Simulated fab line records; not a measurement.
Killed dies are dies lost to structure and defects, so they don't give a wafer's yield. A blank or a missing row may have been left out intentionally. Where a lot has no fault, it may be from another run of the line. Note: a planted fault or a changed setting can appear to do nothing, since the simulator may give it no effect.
fab line records -- flow nand_harc
[record] lots = 14, wafers = 42, last_day = 33
route steps=1302 shown A_ONON_D2@560 THIN_TSV@1271 END@1302
lots untouched by any fault: they come from a run of this same line in which no faults occurred
start_h: start of the lot's first displayed wafer, in hours after the record's first day -- wait_h: hours elapsed since this lot's preceding step -- " identical to the entry in the row above -- L1.1+2: a row that stands for several wafers -- - no value, or no start given -- * or withheld: withheld -- < > ~ a bound
route shown NAME@n: names a module that has steps shown in the file, with the first one's number in the route -- usual: the fault-free wafers' mean and standard deviation -- same: alike in all rows -- chamber/n: place in a boat -- sites: the reading at each site -- _std_site: how widely they spread, as a standard deviation -- _edge_site: outer sites' mean less inner sites' -- radius_mm: for every site, how far away it sits from the centre of the wafer -- mask NAME#n: copy n -- behind: the tool/chamber that last shaped the wafer -- hold: the reason the lot was held/the length of the hold in hours/how it ended -- device: which transistor (n, p or np) failed to switch -- end of line: the same wafers' tests at the end of the route -- step lacking rows: just its recipe -- killed: the dies lost at the first sort to structure and to defects; this is not the yield of the wafer -- map: a wafer's dies, x killed, . not, _ none there
set.NAME: the setting the step ran with; set.NAME@STEP: the setting that earlier step ran with -- model.NAME: the simulator's own value behind a step, which no gauge read
the route's steps for a sample of lots (tables are steps, rows are wafers)
services: a tool's chamber out of use, with start hour (start_h, from the record's first day; less than 0 if before it), hours out, and reason
[[steps]]
[step NHARC_A_ONON_D2_DEP_22]
[recipe] target_thk_a = 10000, n2_flow_sccm = 2750, n2o_flow_sccm = 2000, nh3_flow_sccm = 500, sih4_flow_sccm = 210, temp_c = 400
lot.wafer,tool,chamber,start_h,wait_h
L480.1+2+5,pecvd_onon-03,0,298.23,0.1
L481.1+4+6,pecvd_onon-04,0,298.23,0.1
L482.2+3+4,pecvd_onon-04,0,310.04,0.1
L483.1+2+3,pecvd_onon-02,0,318.41,0.1
L485.2+5+6,pecvd_onon-03,0,342.78,0.1
L492.1+2+5,pecvd_onon-04,0,402.44,0.1
L494.3+5+6,pecvd_onon-04,0,418.60,0.2
L495.2+4+5,pecvd_onon-02,0,440.32,0.1
L498.1+4+6,pecvd_onon-03,0,465.57,0.1
L499.4+5+6,pecvd_onon-04,0,472.12,0.2
L500.1+3+6,pecvd_onon-02,0,481.82,0.1
L501.3+4+5,pecvd_onon-03,0,497.12,0.2
L502.1+4+6,pecvd_onon-03,0,508.72,0.1
L503.3+4+6,pecvd_onon-02,0,515.06,0.2
[step NHARC_THIN_TSV_PRE_CLEAN_50]
[recipe] time_s = 30, temp_c = 280, gas = H2/He
[usual] heater_power_w = 396/41
lot.wafer,tool,chamber,start_h,wait_h,heater_power_w
L481.4,pvd_sputter-02,-,-,-,380
L481.1,pvd_sputter-02,-,-,-,362
L481.6,pvd_sputter-02,-,-,-,412
L480.1,pvd_sputter-01,-,-,-,455
L480.2,pvd_sputter-01,-,-,-,361
L480.5,pvd_sputter-01,-,-,-,419
L482.2,pvd_sputter-03,-,-,-,429
L482.4,pvd_sputter-03,-,-,-,379
L482.3,pvd_sputter-03,-,-,-,377
L483.3,pvd_sputter-02,-,-,-,451
L483.2,pvd_sputter-02,-,-,-,416
L483.1,pvd_sputter-02,-,-,-,355
L485.2,pvd_sputter-03,-,-,-,388
L485.5,pvd_sputter-03,-,-,-,433
L485.6,pvd_sputter-03,-,-,-,389
L492.2,pvd_sputter-03,-,-,-,449
L492.1,pvd_sputter-03,-,-,-,432
L492.5,pvd_sputter-03,-,-,-,441
L494.3,pvd_sputter-01,-,-,-,321
L494.6,pvd_sputter-01,-,-,-,451
L494.5,pvd_sputter-01,-,-,-,415
L495.2,pvd_sputter-02,-,-,-,353
L495.4,pvd_sputter-02,-,-,-,368
L495.5,pvd_sputter-02,-,-,-,462
L498.4,pvd_sputter-03,-,-,-,381
L498.1,pvd_sputter-03,-,-,-,380
L498.6,pvd_sputter-03,-,-,-,372
L501.3,pvd_sputter-01,-,-,-,385
L501.4,pvd_sputter-01,-,-,-,455
L501.5,pvd_sputter-01,-,-,-,414
L500.1,pvd_sputter-02,-,-,-,462
L500.3,pvd_sputter-02,-,-,-,402
L500.6,pvd_sputter-02,-,-,-,355
L499.4,pvd_sputter-02,-,-,-,408
L499.6,pvd_sputter-02,-,-,-,361
L499.5,pvd_sputter-02,-,-,-,340
L502.1,pvd_sputter-02,-,-,-,454
L502.4,pvd_sputter-02,-,-,-,405
L502.6,pvd_sputter-02,-,-,-,348
L503.4,pvd_sputter-01,-,-,-,363
L503.3,pvd_sputter-01,-,-,-,414
L503.6,pvd_sputter-01,-,-,-,377
[step NHARC_THIN_TSV_ANNEAL_52]
[recipe] temp_c = 225, time_s = 90
[usual] wafer_temp_C_max = 226.0/0.31
lot.wafer,tool,chamber,start_h,wait_h,wafer_temp_C_max
L481.1,rtp_anneal-01,0,562.86,0.6,225.9
L481.4,rtp_anneal-01,0,562.86,0.6,225.9
L481.6,rtp_anneal-01,0,562.86,0.6,226.0
L480.1,rtp_anneal-01,0,563.96,0.5,225.6
L480.2,rtp_anneal-01,0,563.96,0.5,225.6
L480.5,rtp_anneal-01,0,563.96,0.5,225.4
L482.2,rtp_anneal-02,0,576.99,0.6,226.2
L482.3,rtp_anneal-02,0,576.99,0.6,226.3
L482.4,rtp_anneal-02,0,576.99,0.6,225.9
L483.1,rtp_anneal-01,0,589.25,0.6,225.8
L483.2,rtp_anneal-01,0,589.25,0.6,225.7
L483.3,rtp_anneal-01,0,589.25,0.6,225.8
L485.2,rtp_anneal-01,0,616.57,0.6,225.8
L485.5,rtp_anneal-01,0,616.57,0.6,225.7
L485.6,rtp_anneal-01,0,616.57,0.6,226.0
L492.1,rtp_anneal-02,0,679.63,0.7,226.3
L492.2,rtp_anneal-02,0,679.63,0.7,226.3
L492.5,rtp_anneal-02,0,679.63,0.7,226.2
L494.3,rtp_anneal-01,0,694.47,0.4,225.9
L494.5,rtp_anneal-01,0,694.47,0.4,226.0
L494.6,rtp_anneal-01,0,694.47,0.4,225.5
L495.2,rtp_anneal-01,0,700.78,0.6,225.8
L495.4,rtp_anneal-01,0,700.78,0.6,225.8
L495.5,rtp_anneal-01,0,700.78,0.6,225.7
L498.1,rtp_anneal-02,0,724.70,0.5,225.6
L498.4,rtp_anneal-02,0,724.70,0.5,226.4
L498.6,rtp_anneal-02,0,724.70,0.5,226.1
L501.3,rtp_anneal-01,0,759.66,0.4,226.5
L501.4,rtp_anneal-01,0,759.66,0.4,226.0
L501.5,rtp_anneal-01,0,759.66,0.4,226.2
L500.1,rtp_anneal-01,0,760.85,0.5,225.8
L500.3,rtp_anneal-01,0,760.85,0.5,225.7
L500.6,rtp_anneal-01,0,760.85,0.5,225.9
L499.4,rtp_anneal-01,0,762.28,0.6,225.7
L499.5,rtp_anneal-01,0,762.28,0.6,226.1
L499.6,rtp_anneal-01,0,762.28,0.6,225.9
L502.1,rtp_anneal-01,0,773.37,0.5,225.8
L502.4,rtp_anneal-01,0,773.37,0.5,225.6
L502.6,rtp_anneal-01,0,773.37,0.5,226.3
L503.3,rtp_anneal-01,0,774.51,0.4,225.9
L503.4,rtp_anneal-01,0,774.51,0.4,225.6
L503.6,rtp_anneal-01,0,774.51,0.4,225.8
[step NHARC_THIN_TSV_PRE_CLEAN_54]
[recipe] time_s = 30, temp_c = 280, gas = H2/He
[usual] heater_power_w = 396/39
lot.wafer,tool,chamber,start_h,wait_h,heater_power_w
L481.1,pvd_sputter-02,-,563.77,0.1,455
L481.4,pvd_sputter-02,-,563.77,0.1,418
L481.6,pvd_sputter-02,-,563.77,0.1,372
L480.1,pvd_sputter-01,-,564.86,0.1,440
L480.2,pvd_sputter-01,-,564.86,0.1,373
L480.5,pvd_sputter-01,-,564.86,0.1,313
L482.2,pvd_sputter-01,-,577.82,0.1,439
L482.4,pvd_sputter-01,-,577.82,0.1,359
L482.3,pvd_sputter-01,-,577.82,0.1,448
L483.2,pvd_sputter-02,-,590.15,0.0,452
L483.3,pvd_sputter-02,-,590.15,0.0,390
L483.1,pvd_sputter-02,-,590.15,0.0,367
L485.2,pvd_sputter-02,-,617.42,0.1,357
L485.5,pvd_sputter-02,-,617.42,0.1,449
L485.6,pvd_sputter-02,-,617.42,0.1,407
L492.2,pvd_sputter-03,-,680.52,0.1,428
L492.1,pvd_sputter-03,-,680.52,0.1,442
L492.5,pvd_sputter-03,-,680.52,0.1,423
L494.3,pvd_sputter-03,-,695.27,0.1,419
L494.6,pvd_sputter-03,-,695.27,0.1,435
L494.5,pvd_sputter-03,-,695.27,0.1,366
L495.4,pvd_sputter-03,-,701.61,0.0,439
L495.2,pvd_sputter-03,-,701.61,0.0,362
L495.5,pvd_sputter-03,-,701.61,0.0,387
L498.1,pvd_sputter-01,-,725.58,0.1,379
L498.4,pvd_sputter-01,-,725.58,0.1,454
L498.6,pvd_sputter-01,-,725.58,0.1,393
L501.4,pvd_sputter-03,-,760.43,0.0,370
L501.3,pvd_sputter-03,-,760.43,0.0,413
L501.5,pvd_sputter-03,-,760.43,0.0,374
L500.1,pvd_sputter-03,-,761.74,0.1,369
L500.3,pvd_sputter-03,-,761.74,0.1,386
L500.6,pvd_sputter-03,-,761.74,0.1,380
L499.4,pvd_sputter-02,-,763.03,0.1,461
L499.6,pvd_sputter-02,-,763.03,0.1,397
L499.5,pvd_sputter-02,-,763.03,0.1,350
L502.1,pvd_sputter-03,-,774.26,0.1,368
L502.4,pvd_sputter-03,-,774.26,0.1,430
L502.6,pvd_sputter-03,-,774.26,0.1,413
L503.3,pvd_sputter-01,-,775.30,0.1,424
L503.4,pvd_sputter-01,-,775.30,0.1,300
L503.6,pvd_sputter-01,-,775.30,0.1,432
[step NHARC_END_SORT_01]
[recipe] temp_c = 25
[usual] killed_at_array = 57/20, killed_at_other = 1.3/1.4, killed_at_periphery = 3.4/2.4, killed_dies = 61/19, killed_open = 2.9/1.8, killed_short = 2.5/1.6
[same] gross_dies = 677
lot.wafer,tool,chamber,start_h,wait_h,killed_at_array,killed_at_other,killed_at_periphery,killed_dies,killed_open,killed_short
L492.1,prober-01,0,690.70,2.5,120,2,2,124,3,2
L492.2,prober-01,0,691.49,2.8,115,3,2,120,2,2
L492.5,prober-01,0,693.88,3.7,126,3,3,132,0,1
L494.3,prober-01,0,706.76,3.1,128,1,0,129,0,2
L494.5,prober-01,0,708.39,3.7,127,2,1,130,4,1
L494.6,prober-01,0,709.20,4.1,138,0,2,140,2,4
L500.1,prober-02,0,770.57,2.5,59,0,1,60,3,2
L500.3,prober-02,0,772.18,3.1,55,1,1,57,2,0
L500.6,prober-02,0,774.59,4.0,61,1,2,64,3,2
// killed by level:class
L492.1 A_ONON_D2:unspecified=69 A_SLIT:chamber_film_flake=25 A_CHANNEL_HOLE_D1:chamber_film_flake=9 A_STAIRCASE:chamber_film_flake=6 A_CHANNEL_FILL_D2:chamber_film_flake=2 A_CONTACT:chamber_film_flake=2 THIN_TSV:chamber_film_flake=2 A_ONON_D2:geometric_particle:short=1
L492.2 A_ONON_D2:unspecified=68 A_SLIT:chamber_film_flake=27 A_CHANNEL_HOLE_D1:chamber_film_flake=6 THIN_TSV:chamber_film_flake=3 A_CONTACT:chamber_film_flake=3 P_GATE:chamber_film_flake=2 A_CHANNEL_FILL_D2:chamber_film_flake=2 A_WL_FILL:chamber_film_flake=2
L492.5 A_ONON_D2:unspecified=77 A_SLIT:chamber_film_flake=26 A_CHANNEL_HOLE_D1:chamber_film_flake=7 A_STAIRCASE:chamber_film_flake=5 A_CONTACT:chamber_film_flake=5 A_WL_FILL:chamber_film_flake=4 THIN_TSV:chamber_film_flake=3 P_GATE:chamber_film_flake=2
L494.3 A_ONON_D2:unspecified=68 A_CHANNEL_HOLE_D1:chamber_film_flake=31 A_CHANNEL_HOLE_D2:chamber_film_flake=17 A_SLIT:chamber_film_flake=5 A_CHANNEL_FILL_D2:chamber_film_flake=2 A_CONTACT:chamber_film_flake=2 A_CHANNEL_FILL_D1:geometric_particle:short=1 A_WL_FILL:geometric_particle:short=1
L494.5 A_ONON_D2:unspecified=64 A_CHANNEL_HOLE_D1:chamber_film_flake=37 A_CHANNEL_HOLE_D2:chamber_film_flake=19 THIN_TSV:chamber_film_flake=2 A_CHANNEL_FILL_D1:geometric_particle:open=1 A_CHANNEL_FILL_D2:geometric_particle:open=1 A_WL_FILL:geometric_particle:open=1 A_CONTACT:geometric_particle:open=1
L494.6 A_ONON_D2:unspecified=77 A_CHANNEL_HOLE_D1:chamber_film_flake=28 A_CHANNEL_HOLE_D2:chamber_film_flake=24 A_DECK1_JOINT:chamber_film_flake=2 P_M1:geometric_particle:open=1 A_ONON_D1:geometric_particle:short=1 A_CHANNEL_FILL_D1:geometric_particle:open=1 A_CHANNEL_FILL_D1:geometric_particle:short=1
L500.1 A_CHANNEL_HOLE_D2:chamber_film_flake=32 A_CHANNEL_HOLE_D1:chamber_film_flake=12 A_SLIT:chamber_film_flake=8 A_DECK1_JOINT:chamber_film_flake=2 P_CONTACT:geometric_particle:open=1 A_CHANNEL_FILL_D2:geometric_particle:short=1 A_WL_FILL:geometric_particle:open=1 A_WL_FILL:geometric_particle:short=1
L500.3 A_CHANNEL_HOLE_D2:chamber_film_flake=25 A_CHANNEL_HOLE_D1:chamber_film_flake=11 A_SLIT:chamber_film_flake=10 A_ZERO_WELL:chamber_film_flake=2 A_CONTACT:chamber_film_flake=2 A_ONON_D1:geometric_particle:open=1 A_ONON_D2:geometric_particle:open=1 P_ZERO_WELL:chamber_film_flake=1
L500.6 A_CHANNEL_HOLE_D2:chamber_film_flake=36 A_CHANNEL_HOLE_D1:chamber_film_flake=14 A_SLIT:chamber_film_flake=3 A_M1:geometric_particle:open=2 P_M2:geometric_particle:open=1 A_CHANNEL_HOLE_D2:geometric_particle:short=1 A_SGD_CUT:geometric_particle:short=1 P_ZERO_WELL:chamber_film_flake=1
[[services]]
tool,chamber,start_h,hours,kind
pvd_sputter-02,-,282.00,10.0,pm
pecvd_onon-02,-,289.74,1.6,repair
pvd_sputter-01,-,295.16,14.6,repair
pecvd_onon-04,-,311.63,13.0,pm
pvd_sputter-03,-,356.32,10.0,pm
pecvd_onon-02,-,366.00,13.0,pm
rtp_anneal-01,-,372.00,12.0,pm
pvd_sputter-01,-,404.00,10.0,pm
pecvd_onon-03,-,408.24,13.0,pm
pvd_sputter-02,-,460.00,10.0,pm
pecvd_onon-04,-,492.63,13.0,pm
pvd_sputter-01,-,527.98,5.3,repair
pvd_sputter-03,-,534.32,10.0,pm
pvd_sputter-01,-,582.00,10.0,pm
pecvd_onon-03,-,585.45,8.4,repair
pecvd_onon-03,-,593.88,13.0,pm
pvd_sputter-02,-,638.00,10.0,pm
pecvd_onon-04,-,673.97,13.0,pm
pvd_sputter-03,-,691.71,2.1,repair
pvd_sputter-03,-,712.32,10.0,pm
pvd_sputter-01,-,730.29,0.8,repair
pvd_sputter-01,-,735.41,2.4,repair
pvd_sputter-01,-,760.00,10.0,pm
pecvd_onon-03,-,774.88,13.0,pm
[[key]]
[first_sign] step = NHARC_END_SORT_01, reading = killed_dies, direction = up, sigmas = 3.6, usual = 61, struck = 129
[effect] step = NHARC_END_SORT_01, reading = killed_at_array, direction = up, sigmas = 3.5, usual = 57, struck = 126
[more_kills_born_at] NHARC_A_ONON_D2_DEP_22@pecvd_onon-04 = 423
met_at NHARC_A_ONON_D2_DEP_22
struck_lots L492,L494
tester_left_out L492,L494
not_acting_at NHARC_THIN_TSV_PRE_CLEAN_50,NHARC_THIN_TSV_ANNEAL_52,NHARC_THIN_TSV_PRE_CLEAN_54
onset_between 310.04 402.44
[fault] kind = chamber_particle_source, tool = pecvd_onon-04, chamber = -, onset_h = 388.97, steps = NHARC_A_ONON_D2_DEP_22, rate_per_visit_cm2 = 0.59007, end_h = 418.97
// tester_left_out: of these lots the tester's yield and bins aren't shown, on N5 and GAA mostly nor the transistor test; their killed dies are dies lost to structure and defects alone, not to doping, threshold or leakage, so they don't give the yield
